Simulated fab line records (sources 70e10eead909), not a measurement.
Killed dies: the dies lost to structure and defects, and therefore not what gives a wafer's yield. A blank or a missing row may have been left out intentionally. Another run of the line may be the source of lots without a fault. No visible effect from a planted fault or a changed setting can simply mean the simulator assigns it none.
A struck lot beside a sound one :: flow nand harc :: 14 out of 1302 route steps
Sound: the wafers L694.2, L694.5, L694.6. Struck: wafer L685.1 (left out: L685.5, a lot-mate that was not struck); the cause follows at the end.
Each step with rows lists, per side, the tool, then ch with its chambers, then its first start. Under that, the readings that differ: sound wafers :: struck wafers :: difference of the means :: sigmas: that difference in standard deviations of wafers without a fault.
alike: readings whose means differ by less than 2 such deviations, and words and numbers that are the same on both sides. not compared: withheld readings, readings that some wafer has no value for, bounds like >300 that may hide the same value, and numbers for which the record gives no deviation and whose values overlap.
A row with sigmas, a row that says differs or no value, or rows on one side alone: a step with any of these is where the two part. Non-overlapping numbers with no deviation appear without sigmas and do not part them. Lack of a reading on every wafer of one side parts them only where that side has two or more wafers.

first, 1 step without rows for these wafers: NHARC_A_STAIRCASE_TRIM_222 (chemistry O2, time 211.2 s).
NHARC_A_STAIRCASE_ETCH_223: etches the open film in C4F8/O2, target depth 100 nm, time 40.5 s.
  sound: rie diel-12 ch 0,1,2; struck: rie diel-09 ch 2
  alike: oes product au, rf fwd power W, rf vpp V
  not compared: rf hours counter h
NHARC_A_STAIRCASE_TRIM_224: chemistry O2, time 211.2 s.
  sound: rie diel-12 ch 1,2; struck: rie diel-09 ch 3
  alike: drypump motor current A, oes product au, rf vpp V, showerhead plenum p Torr, throttle valve pct
  not compared: rf hours counter h
then, 1 step without rows for these wafers: NHARC_A_STAIRCASE_ETCH_225 (etches the open film in C4F8/O2, target depth 100 nm, time 40.5 s).
NHARC_A_STAIRCASE_TRIM_226: chemistry O2, time 211.2 s.
  sound: rie diel-12 ch 2,3; struck: rie diel-09 ch 3
reading: throttle valve pct (%)
sound: 17.048 17.031 17.033
struck: 17.059
difference: +0.022
sigmas: +3
  alike: drypump motor current A, oes product au, rf vpp V, showerhead plenum p Torr
  not compared: rf hours counter h
then, 3 steps without rows for these wafers: NHARC_A_STAIRCASE_ETCH_227 (etches the open film in C4F8/O2, target depth 100 nm, time 40.5 s); NHARC_A_STAIRCASE_TRIM_229 (chemistry O2, time 211.2 s); NHARC_A_STAIRCASE_ETCH_230 (etches the open film in C4F8/O2, target depth 100 nm, time 40.5 s).
NHARC_A_STAIRCASE_TRIM_231: chemistry O2, time 211.2 s.
  sound: rie diel-12 ch 2,3; struck: rie diel-09 ch 3
reading: throttle valve pct (%)
sound: 17.049 17.042 17.062
struck: 17.034
difference: -0.017
sigmas: -2
  alike: drypump motor current A, oes product au, rf vpp V, showerhead plenum p Torr
  not compared: rf hours counter h
then, 1 step without rows for these wafers: NHARC_A_STAIRCASE_ETCH_232 (etches the open film in C4F8/O2, target depth 100 nm, time 40.5 s).
NHARC_A_STAIRCASE_TRIM_233: chemistry O2, time 211.2 s.
  sound: rie diel-12 ch 0,3; struck: rie diel-09 ch 0
  alike: drypump motor current A, oes product au, rf vpp V, showerhead plenum p Torr, throttle valve pct
  not compared: rf hours counter h
NHARC_A_STAIRCASE_ETCH_234: etches the open film in C4F8/O2, target depth 100 nm, time 40.5 s.
  sound on rie diel-12 ch 1,2,3, day 23 10:54; struck on rie diel-09 ch 0, day 19 07:34
reading: oes product au (a.u.)
sound: 0.932 0.930 0.926
struck: 1.106
difference: +0.177
sigmas: +18
  alike: rf fwd power W, rf vpp V
  not compared: rf hours counter h
then, 1 step without rows for these wafers: NHARC_A_STAIRCASE_TRIM_235 (chemistry O2, time 211.2 s).
-- break in the record here, with 8 days between the starts of the struck wafers on either side (left off in module A_STAIRCASE, picked up again in module END, where the first step shown is number 1302 on the route) --
NHARC_END_SORT_01:
  here the record holds rows for the struck wafers (prober-02 ch 0, day 27 10:19) but none for the sound ones

## WHERE THEY PART
At NHARC_A_STAIRCASE_TRIM_226 first; at NHARC_END_SORT_01 last (within this record only).

WHY: what had been put in by the simulator
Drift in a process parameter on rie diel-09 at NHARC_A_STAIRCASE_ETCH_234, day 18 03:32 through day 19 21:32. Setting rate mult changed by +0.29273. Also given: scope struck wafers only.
